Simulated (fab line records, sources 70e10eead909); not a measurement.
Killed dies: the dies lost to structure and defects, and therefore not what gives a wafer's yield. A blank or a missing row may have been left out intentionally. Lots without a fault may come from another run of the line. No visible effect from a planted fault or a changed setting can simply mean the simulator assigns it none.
Struck lot and sound lot, side by side / flow nand_harc / 24 steps out of a route of 1302
Sound: the wafers L777.4, L777.5, L777.6. The struck wafers were L771.2, L771.4, L771.5. Last of all comes the cause.
Order at every step that has rows: each side's tool, ch and its chambers, its first start. Under that, the readings that differ: sound wafers / struck wafers / difference of the means / sigmas: that difference in standard deviations of wafers without a fault.
alike: readings whose means differ by less than 2 such deviations, and words and numbers that are the same on both sides. not compared: withheld readings, readings that some wafer has no value for, bounds like >300 that may hide the same value, and numbers for which the record gives no deviation and whose values overlap.
The two part at a step that has a row with sigmas, a row that says differs or no value, or rows on one side only. When numbers do not overlap yet have no deviation, they are printed without sigmas and do not part them. A reading missing from all wafers of one side parts the sides only when that side holds two or more wafers.

first, 11 steps without rows for these wafers: NHARC_P_CONTACT_DEP_30 (deposits SiNx, target thk 30 nm); NHARC_P_CONTACT_DEP_00 (deposits SiO2, target thk 500 nm); NHARC_P_CONTACT_CMP_01 (polishes SiO2, target thk 200 nm); NHARC_P_CONTACT_SRD_03; NHARC_P_CONTACT_DEHYDRATE_04 (time 120 s); NHARC_P_CONTACT_HMDS_05 (time 30 s); NHARC_P_CONTACT_COAT_33 (time 75 s); NHARC_P_CONTACT_COAT_34 (time 65 s); NHARC_P_CONTACT_COAT_06 (resist thk 90 nm); NHARC_P_CONTACT_SOFTBAKE_07 (time 55 s); NHARC_P_CONTACT_EBR_08.
NHARC_P_CONTACT_EXPOSE_09: exposes mask P CA, target cd 90 nm.
  sound on arfi_scanner-02 ch 0, day 12 19:58; struck on arfi_scanner-03 ch 0, day 10 11:54
reading=exposure_dose_mJ_cm2; sound=81.27 81.27 81.25; struck=62.90 62.91 62.79; difference=-18.40; sigmas=-99 or more
  alike: mask, stage_vel_mm_s
then, 2 steps without rows for these wafers: NHARC_P_CONTACT_PEB_10 (peb time 65 s); NHARC_P_CONTACT_DEVELOP_11 (develop time 35 s).
NHARC_P_CONTACT_CD_MEAS_12 targets a cd of 90 nm.
  sound on cd_sem-03 ch 0, day 12 20:05; struck on cd_sem-03 ch 0, day 10 12:02
reading=cd_nm (nm); sound=90.8 90.5 90.7; struck=74.3 75.1 73.4; difference=-16.4; sigmas=-30
NHARC_P_CONTACT_DESCUM_17: chemistry O2, time 3 s.
  sound on rie_diel-13 ch 0,3, day 12 20:16; struck on rie_diel-09 ch 0,1,2, day 10 12:14
reading=model.P_CONTACT.cd_nm (nm); sound=90.38 90.59 91.08; struck=73.86 75.31 73.18; difference=-16.57; sigmas=
  alike: drypump_motor_current_A, o2_flow_sccm, oes_product_au, rf_vpp_V, showerhead_plenum_p_Torr, throttle_valve_pct
  not compared: rf_hours_counter_h
then, 4 steps without rows for these wafers: NHARC_P_CONTACT_ETCH_35 (etches the open film in CF4, target depth 39 nm, time 65 s); NHARC_P_CONTACT_ETCH_36 (etches the open film in N2/H2, target depth 260 nm, time 406.25 s); NHARC_P_CONTACT_ETCH_18 (etches the open film in C4F8/O2/Ar, target depth 481 nm, time 240.5 s); NHARC_P_CONTACT_STRIP_37 (strips in C4F8/O2/Ar).
NHARC_P_CONTACT_ETCH_31: etches the open film in CH3F/O2, target depth 30 nm, time 85.7 s.
  sound: rie_diel-13 ch 0,1,3; struck: rie_diel-09 ch 0,2
reading=model.P_CONTACT.cd_nm (nm); sound=90.9 90.43 89.1; struck=72.95 74.08 72.66; difference=-16.91; sigmas=
  alike: drypump_motor_current_A, o2_flow_sccm, oes_product_au, rf_vpp_V, showerhead_plenum_p_Torr, throttle_valve_pct
  not compared: rf_hours_counter_h
NHARC_P_CONTACT_CD_MEAS_19:
  struck on cd_sem-03, day 10 13:05; sound on cd_sem-01, day 12 21:09
reading=cd_nm (nm); sound=90.8 90.2 89.0; struck=73.1 74.0 72.6; difference=-16.8; sigmas=-12
then, 1 step without rows for these wafers: NHARC_P_CONTACT_STRIP_28 (strips in O2).
-- the record jumps here: 19 days lie between the struck wafers' starts before and after (it left off in module P_CONTACT and takes up again in module END, whose first step shown is number 1302 of the route) --
NHARC_END_SORT_01:
  sound on prober-01 ch 0, day 30 17:41; struck on prober-01 ch 0, day 29 03:11
reading=killed_at_array; sound=91 94 88; struck=51 51 49; difference=-41; sigmas=-3
reading=killed_at_periphery; sound=0 4 3; struck=472 340 477; difference=+427; sigmas=+99 or more
reading=killed_dies; sound=91 98 91; struck=523 392 527; difference=+387; sigmas=+23
  alike: killed_at_other, killed_open, killed_short

WHERE THEY PART
First at NHARC_P_CONTACT_EXPOSE_09; last, within this record, at NHARC_END_SORT_01.

WHY: the cause the simulator had injected
Process parameter drift: arfi_scanner-03, from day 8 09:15 on, at NHARC_P_CONTACT_EXPOSE_09. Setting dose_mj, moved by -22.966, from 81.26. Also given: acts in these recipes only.
